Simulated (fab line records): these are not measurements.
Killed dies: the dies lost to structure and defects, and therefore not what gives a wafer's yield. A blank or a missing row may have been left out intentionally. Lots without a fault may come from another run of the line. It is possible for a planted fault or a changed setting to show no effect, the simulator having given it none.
Problem report, 8D (eight disciplines) form, completed by code | flow n5 finfet | the parts of the form that need people (team, actions taken, sign-off) are left out

## 1. WHAT WENT WRONG
M7_THK at N5_BEOL_M7_THK_MEAS_53 reads a mean of 191.4 nm on 1 wafer of 1 lot; wafers without a fault read 79.7 nm with a standard deviation of 2.3. Measured from the usual mean, that is +49 standard deviations.
The step: measures by xrf.
Seen first at day 13 07:14 on film metro-01, wafer L427.5. At this step, 27 wafers from 10 lots have a number in the record. By rule, "out" or "out of limits" means more than 4 standard deviations away from the usual mean. The rest of the wafers with a number are treated as sound.

## 2. WHAT IT IS, WHAT IT ISN'T
question                    | is                | is not
which readings at this step | M7_THK            | -
which lots                  | L427              | L414, L416, L421, L423, L424, L426, L430, L435, L437
which wafers of those lots  | L427.5            | L427.3, L427.6
read on which gauges        | film metro-01     | film metro-02
when                        | from day 13 07:14 | up to then (19 sound wafers); but 7 sound wafers of L430, L435, L437 came after

## 3. SUSPECTS, AND WHAT RULES EACH OUT
Counting: any tool at a process step up to the reading remains a suspect provided it ran every lot that is out. Sound lots after the first of them don't rule it out here, since some wafers of a struck lot are sound.
- ruled out: the gauge at N5_BEOL_M7_THK_MEAS_53. All the wafers that are out were read on film metro-01, but those of them that N5_BEOL_M7_CMP_52 has rows for are out there too, on other tools.
- pvd sputter-03 at N5_BEOL_M7_SURFACE_TREAT_79: kept. It ran the lot that is out, L427 (day 13 06:08); its last sound lot up to then is L424 (day 12 07:22).
- cmp-03 at N5_BEOL_M7_CMP_52 (polishes, stops on SiCOH lowk, t overpolish 6.9 s, target thk 80 nm): kept. It ran the lot that is out, L427 (day 13 07:04); its last sound lot up to then is L424 (day 12 08:46). Out on those wafers are its own readings of barrier field endpoint s, overpolish run s, time to endpoint s.
- At N5_BEOL_M7_CMP_52, inside cmp-03: chamber 0 took the wafers that are out, while their sound lot-mates went through chambers 2, 3.
Remaining after the count are pvd sputter-03 at N5_BEOL_M7_SURFACE_TREAT_79 and cmp-03 at N5_BEOL_M7_CMP_52.

## 4. THE CAUSE (what the simulator had put in)
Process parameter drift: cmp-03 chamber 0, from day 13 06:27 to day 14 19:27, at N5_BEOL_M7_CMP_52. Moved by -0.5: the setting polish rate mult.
2 suspects survive the count, and this tool is in that group.

## 5. THE EFFECT CHAIN, in route order
Each row: a reading whose mean over the struck wafers that have a number lies more than 3 standard deviations from the usual. Only readings for which the record gives a usual standard deviation are gone through. hours: the time from each lot's start at the first step in this table that gives one to its start at this step, as a median over the lots. sigmas: the change in usual standard deviations.
hours | step                    | reading                  | usual   | on struck wafers | change | sigmas
0     | N5_BEOL_M7_CMP_52       | barrier field endpoint s | 28.8 s  | 46.9             | +18.1  | +22
0     | N5_BEOL_M7_CMP_52       | overpolish run s         | 6.899 s | 0.042            | -6.857 | -99 or more
0     | N5_BEOL_M7_CMP_52       | time to endpoint s       | 62 s    | 82               | +20    | +4.9
0     | N5_BEOL_M7_THK_MEAS_53  | M7_THK                   | 79.7 nm | 191.4            | +111.7 | +49
0     | N5_BEOL_M7_INSPECT_58   | raw defect count         | 69      | 1193             | +1124  | +54
66    | N5_PASSIVATION_PROBE_49 | defect limited yield     | 91.4 %  | 0.0              | -91.4  | -65
66    | N5_PASSIVATION_PROBE_49 | killed_at_M4_up          | 13      | 1095             | +1082  | +99 or more
66    | N5_PASSIVATION_PROBE_49 | killed dies              | 101     | 1180             | +1079  | +63
66    | N5_PASSIVATION_PROBE_49 | killed on rim            | 14      | 152              | +138   | +31
66    | N5_PASSIVATION_PROBE_49 | sort n pass              | 1078    | 0                | -1078  | -63
66    | N5_PASSIVATION_PROBE_49 | sort yield pct           | 91.4 %  | 0.0              | -91.4  | -65
It contains these process steps:
- N5_BEOL_M7_CMP_52: polishes, stops on SiCOH lowk, t overpolish 6.9 s, target thk 80 nm.
- N5_PASSIVATION_PROBE_49

## 6. HOW IT WOULD HAVE BEEN CAUGHT EARLIER
In this record the first reading out of limits at a measuring or inspecting step was taken at day 13 07:14, 1 hour after the fault began at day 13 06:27.
At N5_BEOL_M7_CMP_52, the tool's own readings (barrier field endpoint s, overpolish run s, time to endpoint s) were out on each struck wafer the step has a row for, so an alarm limit on them would have fired on the first such wafer.
Each of the lots that are out, 1 in all, had begun N5_BEOL_M7_CMP_52 on cmp-03 no later than day 13 07:14. Tool hold at that time: it would have spared none of them.
